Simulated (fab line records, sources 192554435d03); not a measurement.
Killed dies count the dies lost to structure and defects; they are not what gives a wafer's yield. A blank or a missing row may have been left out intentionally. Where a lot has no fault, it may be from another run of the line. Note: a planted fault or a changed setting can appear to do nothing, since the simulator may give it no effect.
fab line records	flow n5_finfet
record lots=6	wafers=18	last_day=17
route steps=1938 shown BEOL_M10@1488 PASSIVATION@1936
lots that met no fault: taken from a fault-free run of the same line
start_h: hours from the record's opening day to when the first of the lot's shown wafers began	wait_h: hours since the lot's step before	" same as the row above	L1.1+2: several wafers, shown together as one row	- no value, or no start was given	* or withheld: withheld	< > ~ a bound
route shown NAME@n: a module of which the file shows steps, and the number in the route of the first	usual: mean/standard deviation of fault-free wafers	same: alike in all rows	chamber/n: place in a boat	sites: each site's reading	_std_site: standard deviation of those values	_edge_site: inner sites' mean taken away from outer sites' mean	radius_mm: how far each site lies from the wafer's centre	mask NAME#n: copy n	behind: the most recent tool/chamber to have shaped the wafer	hold: reason for holding the lot/hours on hold/outcome of the hold	device: the transistor (n, p or np) that didn't switch	end of line: the tests these same wafers got at the end of their route	a step with no rows: only its recipe	killed: dies lost to structure and defects at the first sort, not the wafer's yield	map: shows each die of a wafer: x if killed, . if not, _ if none is there
set.NAME: the setting as run; set.NAME@STEP: as run at that earlier step	model.NAME: the simulator's own value behind a step, which no gauge read
lots seen at some steps along the route; tables by step, rows by wafer
services: the hour from which a tool's chamber was out of use, counted from the record's first day as start_h (under 0 if before that day), plus the number of hours and why
## steps
# step N5_BEOL_M10_ETCH_62
# recipe chemistry=N2/H2	target=SOC	target_depth_a=1100	overetch_a=220	mask_material=SiARC	temp_c=40	time_s=165	ion_energy_ev=200	pressure_mtorr=30	source_w=840	bias_w=150	n2_flow_sccm=200	h2_flow_sccm=200
# usual chamber_pressure_mTorr=29.998/0.028	drypump_motor_current_A=5.9/0.49	oes_product_au=0.68/0.071	rf_vpp_V=524.7/2.1	showerhead_plenum_p_Torr=2.57/0.075	temp_c=39.98/0.1	throttle_valve_pct=17.7/0.31
lot.wafer	tool	chamber	start_h	wait_h	chamber_pressure_mTorr	drypump_motor_current_A	oes_product_au	rf_hours_counter_h	rf_vpp_V	showerhead_plenum_p_Torr	temp_c	throttle_valve_pct
L747.1	rie_diel-05	2	223.13	0.0	29.996	6.6	0.65	168	523.8	2.54	39.91	17.8
L747.4	"	3	"	"	29.971	5.6	0.65	148	525.4	2.65	40.02	17.8
L747.6	"	2	"	"	29.946	6.6	0.65	-	524.1	2.54	40.00	17.8
L755.1	rie_diel-05	1	261.37	0.0	30.043	6.2	0.76	29	524.0	2.60	40.12	17.4
L755.4	"	2	"	"	30.026	6.6	0.64	183	524.7	2.53	39.80	17.8
L755.5	"	2	"	"	29.998	6.6	0.64	-	522.7	2.53	39.78	17.8
L765.1	rie_diel-04	0	329.30	0.0	30.012	6.6	0.77	29	527.4	2.70	40.05	17.3
L765.3	"	2	"	"	29.984	5.7	0.70	51	524.8	2.59	39.96	17.4
L765.5	"	1	"	"	30.010	5.7	0.62	-	524.3	2.52	39.99	18.2
L767.1	rie_diel-01	3	332.39	0.0	29.993	5.2	0.80	12	528.7	2.71	40.09	17.4
L767.3	"	0	"	"	29.991	5.5	0.69	108	522.8	2.56	39.90	18.1
L767.5	"	3	"	"	30.009	5.1	0.80	-	528.4	2.71	40.27	17.4
L768.3	rie_diel-05	2	338.93	0.0	29.980	6.6	0.62	209	522.0	2.52	40.06	17.9
L768.4	"	3	"	"	29.972	5.5	0.62	185	527.3	2.63	40.14	17.9
L768.5	"	2	"	"	29.992	6.6	0.62	-	522.7	2.52	39.91	17.9
L769.1	rie_diel-05	3	361.43	0.0	29.974	5.5	0.62	193	525.5	2.63	40.26	17.9
L769.4	"	0	"	"	29.986	5.6	0.65	149	521.0	2.43	39.92	17.6
L769.6	"	2	"	"	30.010	6.6	0.62	-	523.4	2.52	40.07	17.9
# step N5_BEOL_M10_STRIP_68
# recipe chemistry=N2/H2	temp_c=40	n2_flow_sccm=200	h2_flow_sccm=200	rf_frequency_hz=6e+07
# step N5_BEOL_M10_STRIP_67
# recipe chemistry=CF4	resist=SiARC	power_w=300	bias_power_w=75	pressure_mtorr=50	cf4_flow_sccm=150	rf_frequency_hz=6e+07
# usual cf4_flow_sccm=150.0/0.44	chamber_pressure_mTorr=50.00/0.049	drypump_motor_current_A=5.9/0.49	oes_product_au=0.80/0.083	rf_vpp_V=271.6/1.3	showerhead_plenum_p_Torr=1.82/0.048	throttle_valve_pct=13.56/0.29
lot.wafer	tool	chamber	start_h	wait_h	cf4_flow_sccm	chamber_pressure_mTorr	drypump_motor_current_A	oes_product_au	rf_hours_counter_h	rf_vpp_V	showerhead_plenum_p_Torr	throttle_valve_pct
L747.1	rie_diel-05	2	223.28	0.0	149.5	49.94	6.6	0.75	168	271.7	1.79	13.69
L747.4	"	3	"	"	149.3	49.97	5.5	0.76	148	273.5	1.87	13.71
L747.6	"	2	"	"	150.5	50.05	6.6	0.76	-	270.8	1.79	13.66
L755.1	rie_diel-05	1	261.52	0.0	149.9	50.04	6.3	0.90	29	272.9	1.83	13.23
L755.4	"	2	"	"	149.1	49.98	6.6	0.75	183	270.6	1.78	13.69
L755.5	"	2	"	"	149.2	50.09	6.6	0.75	-	270.2	1.78	13.70
L765.1	rie_diel-04	0	329.45	0.0	149.4	49.96	6.6	0.89	29	272.5	1.90	13.10
L765.3	"	2	"	"	149.4	50.04	5.7	0.83	52	271.8	1.83	13.16
L765.5	"	1	"	"	150.2	50.06	5.7	0.73	-	270.9	1.78	13.95
L767.1	rie_diel-01	3	332.54	0.0	150.2	49.97	5.1	0.94	12	273.6	1.90	13.19
L767.3	"	0	"	"	150.4	50.03	5.4	0.81	108	271.6	1.81	13.90
L767.5	"	3	"	"	150.0	49.95	5.1	0.94	-	273.5	1.90	13.20
L768.3	rie_diel-05	2	339.08	0.0	150.1	50.00	6.6	0.72	210	270.9	1.78	13.75
L768.4	"	3	"	"	150.2	49.97	5.5	0.73	185	272.4	1.85	13.80
L768.5	"	2	"	"	150.2	49.97	6.6	0.74	-	270.5	1.78	13.74
L769.1	rie_diel-05	3	361.58	0.0	150.0	50.10	5.6	0.72	193	271.5	1.85	13.82
L769.4	"	0	"	"	150.4	49.98	5.6	0.77	149	269.3	1.73	13.59
L769.6	"	2	"	"	149.5	50.06	6.6	0.72	-	271.6	1.77	13.77
# step N5_BEOL_M10_HM_OPEN_17
# recipe chemistry=Cl2/BCl3	target_depth_a=200	overetch_a=60	target=TiN	mask_material=SOC	ion_energy_ev=150	pressure_mtorr=10	icp_w=1000	bias_w=126	Cl2_flow_sccm=53.25	bcl3_flow_sccm=21.75	Ar_flow_sccm=25
# usual chamber_pressure_mTorr=9.999/0.0086	drypump_motor_current_A=5.4/0.36	oes_product_au=0.65/0.057	throttle_valve_pct=22.3/0.32
lot.wafer	tool	chamber	start_h	wait_h	chamber_pressure_mTorr	drypump_motor_current_A	oes_product_au	rf_hours_counter_h	throttle_valve_pct
L747.1	rie_metal-03	1	223.32	0.0	9.987	5.6	0.74	15	22.4
L747.4	"	1	"	"	9.986	5.6	0.75	-	22.3
L747.6	"	1	"	"	10.003	5.6	0.75	-	22.4
L755.1	rie_metal-02	1	261.56	0.0	10.001	5.3	0.69	29	22.1
L755.4	"	1	"	"	10.017	5.3	0.69	-	22.1
L755.5	"	1	"	"	9.983	5.3	0.69	-	22.1
L765.1	rie_metal-02	1	329.56	0.1	9.992	5.2	0.68	37	22.1
L765.3	"	1	"	"	9.994	5.2	0.68	-	22.1
L765.5	"	1	"	"	9.995	5.3	0.68	-	22.1
L767.1	rie_metal-01	1	332.58	0.0	9.996	6.1	0.67	43	22.5
L767.3	"	1	"	"	9.977	6.1	0.65	-	22.5
L767.5	"	0	"	"	9.998	5.3	0.60	-	22.0
L768.3	rie_metal-03	0	339.15	0.1	9.993	4.9	0.54	-	22.8
L768.4	"	1	"	"	9.991	5.6	0.71	-	22.4
L768.5	"	0	"	"	10.006	4.9	0.54	-	22.8
L769.1	rie_metal-03	1	361.62	0.0	10.005	5.6	0.70	28	22.4
L769.4	"	1	"	"	10.008	5.5	0.70	-	22.4
L769.6	"	1	"	"	10.006	5.6	0.72	-	22.4
# step N5_BEOL_M10_STRIP_19
# recipe chemistry=O2	power_w=400	temp_c=40	pressure_mtorr=30	rf_frequency_hz=6e+07	bias_power_w=0	overash_fraction=0.2	o2_flow_sccm=225
# usual chamber_pressure_mTorr=30.01/0.05	drypump_motor_current_A=6.0/0.54	oes_product_au=0.79/0.086	rf_vpp_V=3.6/0.58	showerhead_plenum_p_Torr=2.11/0.065	temp_c=40.00/0.11	throttle_valve_pct=16.69/0.28
lot.wafer	tool	chamber	start_h	wait_h	chamber_pressure_mTorr	drypump_motor_current_A	oes_product_au	rf_hours_counter_h	rf_vpp_V	showerhead_plenum_p_Torr	temp_c	throttle_valve_pct
L747.1	rie_diel-04	2	223.43	0.1	29.99	5.7	0.90	12	4.0	2.14	40.02	16.13
L747.4	"	3	"	"	29.95	5.6	0.71	211	4.1	2.16	40.01	16.51
L747.6	"	1	"	"	30.08	5.7	0.76	-	2.4	2.09	40.01	16.90
L755.1	rie_diel-01	2	261.82	0.2	29.96	6.6	0.69	223	3.7	2.08	40.12	16.79
L755.4	"	1	"	"	30.05	6.6	0.83	88	3.2	2.13	40.03	17.02
L755.5	"	1	"	"	29.96	6.6	0.82	-	3.9	2.13	40.09	17.03
L765.1	rie_diel-01	2	329.81	0.2	30.08	6.6	0.67	249	3.7	2.07	40.12	16.84
L765.3	"	1	"	"	29.99	6.7	0.81	113	4.2	2.12	40.04	17.08
L765.5	"	2	"	"	29.96	6.6	0.67	-	3.9	2.07	40.03	16.83
L767.1	rie_diel-01	3	332.70	0.1	30.01	5.1	0.95	12	4.3	2.24	39.91	16.38
L767.3	"	1	"	"	29.98	6.6	0.81	114	3.5	2.12	40.08	17.07
L767.5	"	1	"	"	30.00	6.6	0.81	-	3.1	2.12	39.87	17.09
L768.3	rie_diel-05	1	339.23	0.1	30.00	6.2	0.86	55	3.9	2.14	40.16	16.44
L768.4	"	2	"	"	29.95	6.6	0.73	210	4.3	2.08	39.90	16.80
L768.5	"	2	"	"	30.01	6.6	0.72	-	4.1	2.08	39.85	16.81
L769.1	rie_diel-01	1	361.83	0.2	29.96	6.6	0.78	124	3.9	2.12	39.69	17.09
L769.4	"	3	"	"	30.05	5.1	0.92	23	3.7	2.24	40.00	16.39
L769.6	"	3	"	"	30.00	5.1	0.92	-	3.1	2.24	39.97	16.39
# step N5_BEOL_M10_CD_MEAS_18
# recipe pitch_nm=140	target_cd_nm=70
# usual cd_nm=70.1/0.45
lot.wafer	tool	chamber	start_h	wait_h	cd_nm
L747.1	cd_sem-02	-	223.50	0.0	70.1
L747.4	"	-	"	"	70.3
L747.6	"	-	"	"	70.2
L755.1	cd_sem-01	-	261.89	0.0	69.9
L755.4	"	-	"	"	70.4
L755.5	"	-	"	"	69.9
L765.1	cd_sem-01	-	329.88	0.1	69.8
L765.3	"	-	"	"	69.9
L765.5	"	-	"	"	69.9
L767.1	cd_sem-02	-	332.77	0.0	69.9
L767.3	"	-	"	"	69.7
L767.5	"	-	"	"	70.1
L768.3	cd_sem-02	-	339.30	0.1	70.6
L768.4	"	-	"	"	69.2
L768.5	"	-	"	"	70.3
L769.1	cd_sem-03	-	361.90	0.0	70.6
L769.4	"	-	"	"	70.1
L769.6	"	-	"	"	69.8
# step N5_BEOL_M10_COAT_63
# recipe resist=SOC	temp_c=250	time_s=60	spin_rpm=1500	resist_thk_nm=100
# step N5_BEOL_M10_COAT_64
# recipe resist=SiARC	temp_c=220	time_s=60	spin_rpm=1500	resist_thk_nm=30
# step N5_BEOL_M10_COAT_22
# recipe resist=CAR-ArF	spin_rpm=1500	resist_thk_nm=90
# step N5_BEOL_M10_EBR_24
# recipe solvent=PGMEA	ebr_width_mm=1.5
# step N5_BEOL_M10_SOFTBAKE_23
# recipe temp_c=110	time_s=60	resist=CAR-ArF
# step N5_BEOL_M10_EXPOSE_25
# recipe mask_id=V9	na=1.35	source_shape=annular	sigma_inner=0.5	sigma_outer=0.8	polarization=unpolarized	dose_mj=85.5
# step N5_BEOL_M10_PEB_26
# recipe peb_temp_c=withheld	peb_time_s=60	resist=CAR-ArF
# usual chill_plate_temp_C=23.00/0.093	resist_line_temp_C=23.03/0.12
lot.wafer	tool	chamber	start_h	wait_h	chill_plate_temp_C	resist_line_temp_C
L747.1	litho_track-03	0	224.99	0.1	23.06	23.01
L747.4	"	0	"	"	22.95	22.96
L747.6	"	0	"	"	23.22	23.02
L755.1	litho_track-01	0	262.11	0.1	22.94	22.99
L755.4	"	0	"	"	23.20	22.95
L755.5	"	0	"	"	23.14	22.96
L765.1	litho_track-04	0	330.74	0.1	22.96	22.89
L765.3	"	0	"	"	23.04	23.13
L765.5	"	0	"	"	22.92	22.94
L767.1	litho_track-03	0	334.05	0.1	22.87	22.92
L767.3	"	0	"	"	23.06	22.69
L767.5	"	0	"	"	22.93	22.87
L768.3	litho_track-03	0	339.56	0.0	22.93	23.14
L768.4	"	0	"	"	22.99	23.14
L768.5	"	0	"	"	22.93	23.16
L769.1	litho_track-04	0	362.24	0.1	22.98	23.05
L769.4	"	0	"	"	23.03	23.14
L769.6	"	0	"	"	23.10	23.05
# step N5_BEOL_M10_DEVELOP_27
# recipe develop_time_s=30	developer=TMAH	resist=CAR-ArF	rinse_liquid=diw	dry=air_spin	dev_temp_c=23
# step N5_BEOL_M10_CD_MEAS_28
# recipe target_cd_nm=70	landing_energy_ev=500	detector=se_inlens	polarity=opening
# usual cd_nm=69.9/0.96
lot.wafer	tool	chamber	start_h	wait_h	cd_nm
L747.1	cd_sem-02	0	225.06	-	70.1
L747.4	"	0	"	"	69.9
L747.6	"	0	"	"	69.9
L755.1	cd_sem-02	0	262.18	-	69.5
L755.4	"	0	"	"	70.2
L755.5	"	0	"	"	69.6
L765.1	cd_sem-01	0	330.81	-	68.2
L765.3	"	0	"	"	68.6
L765.5	"	0	"	"	68.7
L767.1	cd_sem-01	0	334.12	-	75.5
L767.3	"	0	"	"	75.9
L767.5	"	0	"	"	75.9
L768.3	cd_sem-03	0	339.63	-	77.9
L768.4	"	0	"	"	77.0
L768.5	"	0	"	"	76.3
L769.1	cd_sem-01	0	362.31	-	68.9
L769.4	"	0	"	"	69.3
L769.6	"	0	"	"	69.1
# step N5_BEOL_M10_OVL_MEAS_29
# recipe points_per_wafer=44
# usual V9_OVL=-0.2/0.67
lot.wafer	tool	chamber	start_h	wait_h	V9_OVL[nm]
L747.1	overlay-02	0	225.09	0.0	0.3
L747.4	"	0	"	"	0.3
L747.6	"	0	"	"	-0.1
L755.1	overlay-02	0	262.21	0.0	-0.9
L755.4	"	0	"	"	-1.0
L755.5	"	0	"	"	-0.3
L765.1	overlay-01	0	330.84	0.0	0.2
L765.3	"	0	"	"	0.1
L765.5	"	0	"	"	-0.6
L767.1	overlay-02	0	334.15	0.0	-0.8
L767.3	"	0	"	"	-0.6
L767.5	"	0	"	"	-0.1
L768.3	overlay-02	0	339.66	0.0	0.2
L768.4	"	0	"	"	0.7
L768.5	"	0	"	"	-0.2
L769.1	overlay-02	0	362.34	0.0	0.5
L769.4	"	0	"	"	0.9
L769.6	"	0	"	"	0.6
# step N5_PASSIVATION_PROBE_49
# usual defect_limited_yield=91.3/1.5	killed_at_M0_to_M3=35/10	killed_at_M4_up=13/5.3	killed_at_contacts=12/5.7	killed_at_front_end=39/11	killed_at_other=3.3/2.7	killed_dies=102/18	killed_open=67/13	killed_short=34/7.8	sort_bin_5_function=5.1/1	sort_bin_6_memory=3.3/0.68	sort_n_pass=1078/18	sort_yield_pct=91.3/1.5
# same gross_dies=1180	killed_at_back_side=0	sort_bin_4_leakage[%]=0	sort_bin_8_speed[%]=0
lot.wafer	tool	chamber	start_h	wait_h	defect_limited_yield[%]	killed_at_M0_to_M3	killed_at_M4_up	killed_at_contacts	killed_at_front_end	killed_at_other	killed_dies	killed_open	killed_short	sort_bin_5_function[%]	sort_bin_6_memory[%]	sort_n_pass	sort_yield_pct[%]
L767.1	prober-01	-	389.12	0.0	92.2	23	6	10	53	0	92	56	35	4.3	3.1	1088	92.2
L767.3	prober-01	-	389.22	0.1	91.4	14	16	15	56	0	101	65	28	4.2	3.6	1079	91.4
L767.5	prober-01	-	389.32	0.2	90.6	22	30	13	44	2	111	72	32	4.5	4.0	1069	90.6
L768.3	prober-01	-	391.39	0.1	90.3	29	41	9	36	0	115	63	28	4.9	2.7	1065	90.3
L768.4	prober-01	-	391.44	0.2	90.7	37	27	12	34	0	110	76	22	4.7	3.4	1070	90.7
L768.5	prober-01	-	391.49	0.2	90.8	41	13	10	44	0	108	64	40	5.2	3.3	1072	90.8
# killed by level:class
L767.1 FIN_SAQP:geometric_particle:open=13 STI_FIN_REVEAL:geometric_particle:open=13 MOL_CONTACT_COAG:geometric_particle:open=7 FIN_SAQP:geometric_particle:short=6 GATE_CUT:geometric_particle:short=6 BEOL_M0_SAQP:geometric_particle:short=6 BEOL_M0_SAQP:geometric_particle:open=5 BEOL_M1:geometric_particle:open=5
L767.3 FIN_SAQP:geometric_particle:open=22 FIN_SAQP:geometric_particle:short=16 MOL_CONTACT_COAG:geometric_particle:open=14 BEOL_M1:geometric_particle:open=5 STI_FIN_REVEAL:geometric_particle:open=4 BEOL_M1:geometric_particle:short=4 BEOL_M10:area_peb=4 STI_FIN_REVEAL:geometric_particle:short=3
L767.5 FIN_SAQP:geometric_particle:open=13 MOL_CONTACT_COAG:geometric_particle:open=9 STI_FIN_REVEAL:geometric_particle:open=7 BEOL_M4:geometric_particle:open=7 BEOL_M0_SAQP:geometric_particle:open=6 BEOL_M10:area_peb=6 DUMMY_GATE:geometric_particle:open=5 BEOL_M1:geometric_particle:open=5
L768.3 BEOL_M10:area_peb=23 BEOL_M3:geometric_particle:open=12 STI_FIN_REVEAL:geometric_particle:open=8 FIN_SAQP:geometric_particle:short=6 MOL_CONTACT_COAG:geometric_particle:open=6 FIN_SAQP:geometric_particle:open=5 BEOL_M4:geometric_particle:open=5 BEOL_M5:geometric_particle:open=5
L768.4 BEOL_M3:geometric_particle:open=14 BEOL_M10:area_peb=12 BEOL_M1:geometric_particle:open=10 MOL_CONTACT_COAG:geometric_particle:open=10 DUMMY_GATE:geometric_particle:open=7 BEOL_M5:geometric_particle:open=6 STI_FIN_REVEAL:geometric_particle:open=5 BEOL_M0_SAQP:geometric_particle:open=4
L768.5 FIN_SAQP:geometric_particle:short=13 BEOL_M3:geometric_particle:open=13 FIN_SAQP:geometric_particle:open=7 MOL_CONTACT_COAG:geometric_particle:open=7 BEOL_M0_SAQP:geometric_particle:open=6 BEOL_M1:geometric_particle:open=5 STI_FIN_REVEAL:geometric_particle:open=4 DUMMY_GATE:geometric_particle:open=4
## services
tool	chamber	start_h	hours	kind
rie_diel-04	2	210.03	5.3	repair
rie_diel-04	1	217.31	5.0	repair
rie_diel-01	3	221.31	4.5	repair
rie_diel-04	0	226.04	-	clean
rie_diel-01	2	240.16	6.1	repair
rie_metal-02	0	253.58	26.6	repair
rie_metal-03	-	253.80	1.7	repair
rie_diel-04	1	265.61	2.8	repair
rie_diel-04	1	270.86	4.3	repair
rie_diel-01	3	279.36	-	clean
rie_diel-01	3	279.36	-	consumable_replace:focus_ring
rie_diel-01	3	279.36	-	consumable_replace:showerhead
rie_diel-01	3	279.36	15.2	scheduled_down
rie_diel-01	3	279.36	15.2	vent_cycle
rie_diel-04	3	283.85	4.2	repair
rie_diel-01	1	284.52	2.1	repair
rie_diel-04	2	298.45	3.9	repair
rie_metal-02	0	298.84	63.1	repair
rie_diel-01	3	303.05	3.8	repair
rie_metal-02	1	331.14	4.0	repair
rie_diel-01	2	331.60	-	clean
rie_diel-01	2	331.60	-	consumable_replace:focus_ring
rie_diel-01	2	331.60	20.0	scheduled_down
rie_diel-01	2	331.60	20.0	vent_cycle
## key
first_sign step=N5_BEOL_M10_CD_MEAS_28	reading=cd_nm	direction=up	sigmas=6.8	usual=69.9	struck=76.4	through=control_loop
effect step=N5_PASSIVATION_PROBE_49	reading=killed_at_M4_up	direction=up	sigmas=1.7	usual=13	struck=22	wafers_moved=3
met_at N5_BEOL_M10_PEB_26
struck_wafers L767.1,L767.3,L767.5,L768.3,L768.4,L768.5
loop_trim step=N5_BEOL_M10_EXPOSE_25	setting=dose	lots=L768
onset_between 224.99 334.05
earlier_fault kind=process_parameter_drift	tool=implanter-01	chamber=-	onset_h=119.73	steps=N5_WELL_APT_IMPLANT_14	channel=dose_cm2	offset=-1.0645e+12	shape=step	acts_in=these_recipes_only	stated=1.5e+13
fault kind=process_parameter_drift	tool=litho_track-03	chamber=-	onset_h=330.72	steps=N5_BEOL_M10_PEB_26	channel=peb_time_s	offset=*	shape=step	acts_in=*	stated=*
# loop_trim: a control loop set the setting to another value than it would have without faults
